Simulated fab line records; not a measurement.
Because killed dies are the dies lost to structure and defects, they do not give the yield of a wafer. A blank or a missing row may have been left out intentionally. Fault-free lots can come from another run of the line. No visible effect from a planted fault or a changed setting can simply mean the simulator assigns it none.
Matching of chambers | flow nand_harc | NHARC_A_CONTACT_ETCH_31 on rie_diel-09: 4 sister chambers
The step etches the open film in O2/COS, target depth 2000 nm, time 520 s. 14 wafers are shown with their chamber, then 7 later ones without.

## WAFERS WITH THEIR CHAMBER
wafer  | chamber | drypump_motor_current_A (A) | showerhead_plenum_p_Torr (Torr) | run_length_s (s)
L419.2 | 2       | 6.2                         | 3.17                            | 542.6
L419.4 | 3       | 6.3                         | 3.15                            | 540.5
L419.6 | 3       | 6.3                         | 3.16                            | 540.5
L421.3 | 3       | 6.3                         | 3.15                            | 540.7
L421.4 | 1       | 5.8                         | 3.15                            | 540.9
L421.6 | 3       | 6.3                         | 3.15                            | 540.7
L426.2 | 0       | 4.8                         | 3.08                            | 541.3
L426.4 | 2       | 6.2                         | 3.16                            | 542.3
L426.6 | 2       | 6.2                         | 3.16                            | 542.4
L434.3 | 3       | 6.4                         | 3.14                            | 540.7
L434.5 | 2       | 6.2                         | 3.15                            | 541.9
L434.6 | 1       | 5.8                         | 3.14                            | 540.9
L437.3 | 1       | 5.8                         | 3.13                            | 540.6
L437.4 | 3       | 6.3                         | 3.14                            | 541.1

SIGNATURES (means of the wafers above)
reading                  | chamber 0 | chamber 1 | chamber 2 | chamber 3 | scatter within a chamber
drypump_motor_current_A  | 4.800     | 5.800     | 6.200     | 6.317     | 0.0289
showerhead_plenum_p_Torr | 3.0800    | 3.1400    | 3.1600    | 3.1483    | 0.00827
run_length_s             | 541.300   | 540.800   | 542.300   | 540.700   | 0.237
Rule: for each reading, subtract the chamber's mean from the wafer's reading, divide by that reading's scatter and square the result; add these up over the readings and take the root, which gives the wafer's distance from the chamber. The wafer belongs to the nearest chamber; if the next one is less than 2 further off, it can't be placed. How the scatter is found: for the shown wafers, subtract from each reading the mean of its chamber, square and add these, divide the total by (wafers less chambers), then take the root.

## WAFERS MISSING THEIR CHAMBER
wafer  | drypump_motor_current_A (A) | showerhead_plenum_p_Torr (Torr) | run_length_s (s)
L437.5 | 6.3                         | 3.14                            | 540.3
L436.3 | 6.4                         | 3.14                            | 541.0
L436.4 | 5.7                         | 3.13                            | 540.6
L436.6 | 4.8                         | 3.07                            | 541.1
L438.3 | 4.9                         | 3.07                            | 541.3
L438.5 | 6.2                         | 3.15                            | 542.1
L438.6 | 5.7                         | 3.13                            | 540.8

## EACH ONE'S CHAMBER
wafer  | from the rows above | in truth
L437.5 | 3                   | 3
L436.3 | 3                   | 3
L436.4 | 1                   | 1
L436.6 | 0                   | 0
L438.3 | 0                   | 0
L438.5 | 2                   | 2
L438.6 | 1                   | 1
Correct placement for 7 of the 7. Can't be placed from these rows: 0. Placed wrongly: 0.
